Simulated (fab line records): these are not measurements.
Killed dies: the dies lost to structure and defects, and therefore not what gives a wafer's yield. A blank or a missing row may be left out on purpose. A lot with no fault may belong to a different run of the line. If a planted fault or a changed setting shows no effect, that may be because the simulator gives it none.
The same fault as seen by 2 desks :: flow nand_harc :: each desk holds nothing but its own numbers, with what lay behind them at the end

DESK OF THE TOOL OWNER: pecvd_onon-01
The tool's own readings at NHARC_A_ONON_D1_DEP_22 (target thk 1000 nm): means of the sampled wafers that have a number, for each lot that ran on this tool. The brackets show how far a lot's mean lies from the usual mean; more than 4 standard deviations puts the lot out of limits, marked OUT.
Columns: A = nh3_flow_sccm at NHARC_A_ONON_D1_DEP_22, usual 500.6 sccm
lot: L295
first seen here: day 8 21:02
A: 502.0

lot: L298
first seen here: day 9 16:56
A: 500.1

lot: L300
first seen here: day 10 23:43
A: 500.6

lot: L312
first seen here: day 15 13:59
A: 499.1

lot: L313
first seen here: day 16 02:17
A: 500.0

lot: L314
first seen here: day 16 09:49
A: 500.8

lot: L315
first seen here: day 17 01:40
A: 499.3
This desk's finding: nothing out of limits on any of the 7 lots.

THE METROLOGY DESK
Means of the sampled wafers that have a number, per lot and without regard to the tool the lot ran on: this is what the gauges read. The brackets show how far a lot's mean lies from the usual mean; more than 4 standard deviations puts the lot out of limits, marked OUT.
Columns: A = thk_nm at NHARC_A_ONON_D1_THK_MEAS_05, usual 1005 nm; B = thk_nm at NHARC_A_ONON_D1_THK_MEAS_24, usual 999 nm
lot: L294
first seen here: day 7 14:41
A: 1001
B: 984

lot: L295
first seen here: day 8 09:35
A: 1006
B: 1004

lot: L297
first seen here: day 9 01:49
A: 996
B: 1004

lot: L298
first seen here: day 9 06:53
A: 1018
B: 1003

lot: L300
first seen here: day 10 09:57
A: 1004
B: 889 (-15) OUT

lot: L305
first seen here: day 12 08:35
A: 1019
B: 1003

lot: L308
first seen here: day 13 19:25
A: 1007
B: 1003

lot: L310
first seen here: day 14 07:23
A: 1002
B: 993

lot: L312
first seen here: day 15 03:52
A: 1006
B: 997

lot: L313
first seen here: day 15 14:15
A: 996
B: 1005

lot: L314
first seen here: day 15 23:49
A: 1016
B: 995

lot: L315
first seen here: day 16 15:13
A: 1010
B: 991

lot: L317
first seen here: day 17 07:55
A: 999
B: 994
Finding of this desk: L300 out of limits; the first was L300 at day 11 00:13, on thk_nm at NHARC_A_ONON_D1_THK_MEAS_24. Within limits: L294, L295, L297, L298, L305, L308, L310, L312, L313, L314, L315, L317.

ALL TOGETHER
At day 11 00:13 the metrology desk could have sounded an alarm, on L300.
The tool owner's desk saw nothing out of limits.
On record at the tool owner's desk: L300, within its limits.
All the named lots went through NHARC_A_ONON_D1_DEP_22 on pecvd_onon-01.

WHAT HAD BEEN PUT IN BY THE SIMULATOR
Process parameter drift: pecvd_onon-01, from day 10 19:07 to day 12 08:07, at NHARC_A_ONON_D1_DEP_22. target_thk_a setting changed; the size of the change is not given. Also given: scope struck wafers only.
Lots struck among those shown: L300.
Delay in hours, fault start to first out-of-limits reading, per desk: metrology desk 5.
